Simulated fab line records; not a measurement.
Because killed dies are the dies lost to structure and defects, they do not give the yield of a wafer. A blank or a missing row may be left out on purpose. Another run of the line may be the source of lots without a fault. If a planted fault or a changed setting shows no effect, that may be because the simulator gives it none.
Tool commonality check :: flow nand-harc :: Sample size 12 lots and 36 wafers

== WHAT PROMPTED THE OPENING ==
On 1 of the 12 lots, a flag is raised at NHARC_P_ZERO_WELL_CD_MEAS_37 on the reading cd-nm. Fault-free wafers read 720.3 nm, with a standard deviation of 1.4.
Rule: a lot is flagged in two cases, either no wafer of it has a number, or all its wafers with numbers fall more than 4 standard deviations from that mean. All remaining lots are regarded as sound.

lot: L231
measured: day 2 00:55
on: cd-sem-01
cd-nm (nm), wafer by wafer: 718.0 720.4 720.8
flag: 

lot: L233
measured: day 2 20:46
on: cd-sem-02
cd-nm (nm), wafer by wafer: 762.9 763.6 762.5
flag: FLAGGED

lot: L243
measured: day 7 00:05
on: cd-sem-02
cd-nm (nm), wafer by wafer: 723.9 719.1 722.2
flag: 

lot: L244
measured: day 7 10:15
on: cd-sem-02
cd-nm (nm), wafer by wafer: 719.4 720.2 722.2
flag: 

lot: L245
measured: day 7 20:17
on: cd-sem-03
cd-nm (nm), wafer by wafer: 721.3 721.6 720.2
flag: 

lot: L246
measured: day 8 06:01
on: cd-sem-01
cd-nm (nm), wafer by wafer: 719.9 718.8 721.9
flag: 

lot: L247
measured: day 8 15:53
on: cd-sem-03
cd-nm (nm), wafer by wafer: 721.4 719.2 720.6
flag: 

lot: L249
measured: day 9 12:08
on: cd-sem-02
cd-nm (nm), wafer by wafer: 722.9 722.3 724.6
flag: 

lot: L250
measured: day 9 21:59
on: cd-sem-02
cd-nm (nm), wafer by wafer: 720.5 721.6 718.4
flag: 

lot: L251
measured: day 10 08:22
on: cd-sem-03
cd-nm (nm), wafer by wafer: 719.0 721.1 717.5
flag: 

lot: L252
measured: day 10 18:07
on: cd-sem-01
cd-nm (nm), wafer by wafer: 719.8 720.5 719.5
flag: 

lot: L254
measured: day 11 14:07
on: cd-sem-03
cd-nm (nm), wafer by wafer: 721.5 718.0 723.1
flag: 
The mean of the flagged lots' numbers is 763.0 nm, +42.7 nm from the usual (+31 standard deviations).

== TOOL THAT RAN EACH LOT ==
The record holds 1 process step before the reading, out of a route of 1302 steps. Each cell gives the tool, then ch followed by the chambers the sampled wafers passed through, then the start.
lot: L231
flag: 
NHARC_P_ZERO_WELL_EXPOSE_34: krf-scanner-02 ch 0, day 2 00:46

lot: L233
flag: FLAGGED
NHARC_P_ZERO_WELL_EXPOSE_34: krf-scanner-03 ch 0, day 2 20:37

lot: L243
flag: 
NHARC_P_ZERO_WELL_EXPOSE_34: krf-scanner-02 ch 0, day 6 23:56

lot: L244
flag: 
NHARC_P_ZERO_WELL_EXPOSE_34: krf-scanner-03 ch 0, day 7 10:06

lot: L245
flag: 
NHARC_P_ZERO_WELL_EXPOSE_34: krf-scanner-02 ch 0, day 7 20:08

lot: L246
flag: 
NHARC_P_ZERO_WELL_EXPOSE_34: krf-scanner-02 ch 0, day 8 05:51

lot: L247
flag: 
NHARC_P_ZERO_WELL_EXPOSE_34: krf-scanner-02 ch 0, day 8 15:43

lot: L249
flag: 
NHARC_P_ZERO_WELL_EXPOSE_34: krf-scanner-03 ch 0, day 9 11:58

lot: L250
flag: 
NHARC_P_ZERO_WELL_EXPOSE_34: krf-scanner-04 ch 0, day 9 21:50

lot: L251
flag: 
NHARC_P_ZERO_WELL_EXPOSE_34: krf-scanner-02 ch 0, day 10 08:13

lot: L252
flag: 
NHARC_P_ZERO_WELL_EXPOSE_34: krf-scanner-02 ch 0, day 10 17:58

lot: L254
flag: 
NHARC_P_ZERO_WELL_EXPOSE_34: krf-scanner-04 ch 0, day 11 13:58
These steps, and what they do:
- NHARC_P_ZERO_WELL_EXPOSE_34: exposes mask P PWELL, target cd 720 nm.
- NHARC_P_ZERO_WELL_CD_MEAS_37: target cd 720 nm.

== FLAGGED AGAINST TOTAL, ONE TOOL AT A TIME (gauges that did the reading follow at the end) ==
step: NHARC_P_ZERO_WELL_EXPOSE_34
tool: krf-scanner-02
lots run: 7
flagged: 0
share of the flagged lots: none
sound lots run after its first flagged lot: -

step: NHARC_P_ZERO_WELL_EXPOSE_34
tool: krf-scanner-03
lots run: 3
flagged: 1
share of the flagged lots: all
sound lots run after its first flagged lot: 2 (L244,L249)

step: NHARC_P_ZERO_WELL_EXPOSE_34
tool: krf-scanner-04
lots run: 2
flagged: 0
share of the flagged lots: none
sound lots run after its first flagged lot: -

step: NHARC_P_ZERO_WELL_CD_MEAS_37
tool: cd-sem-01
lots run: 3
flagged: 0
share of the flagged lots: none
sound lots run after its first flagged lot: -

step: NHARC_P_ZERO_WELL_CD_MEAS_37
tool: cd-sem-02
lots run: 5
flagged: 1
share of the flagged lots: all
sound lots run after its first flagged lot: 4 (L243,L244,L249,L250)

step: NHARC_P_ZERO_WELL_CD_MEAS_37
tool: cd-sem-03
lots run: 4
flagged: 0
share of the flagged lots: none
sound lots run after its first flagged lot: -

== WHAT THE TABLE ALLOWS ==
Table rows that saw every flagged lot: 2, namely krf-scanner-03 at NHARC_P_ZERO_WELL_EXPOSE_34 and cd-sem-02 at NHARC_P_ZERO_WELL_CD_MEAS_37.
- krf-scanner-03 at NHARC_P_ZERO_WELL_EXPOSE_34: 1 of its 3 lots flagged. Lots that were sound ran on it after the first flagged one (L244, L249); a persistent fault on the entire tool would not allow that.
- cd-sem-02 at NHARC_P_ZERO_WELL_CD_MEAS_37: 1 of its 5 lots flagged. Lots that were sound ran on it after the first flagged one (L243, L244, L249, L250); a persistent fault on the entire tool would not allow that.
No row of the table ran every flagged lot and no sound lot after the first.

== WHAT HAD BEEN PUT IN BY THE SIMULATOR ==
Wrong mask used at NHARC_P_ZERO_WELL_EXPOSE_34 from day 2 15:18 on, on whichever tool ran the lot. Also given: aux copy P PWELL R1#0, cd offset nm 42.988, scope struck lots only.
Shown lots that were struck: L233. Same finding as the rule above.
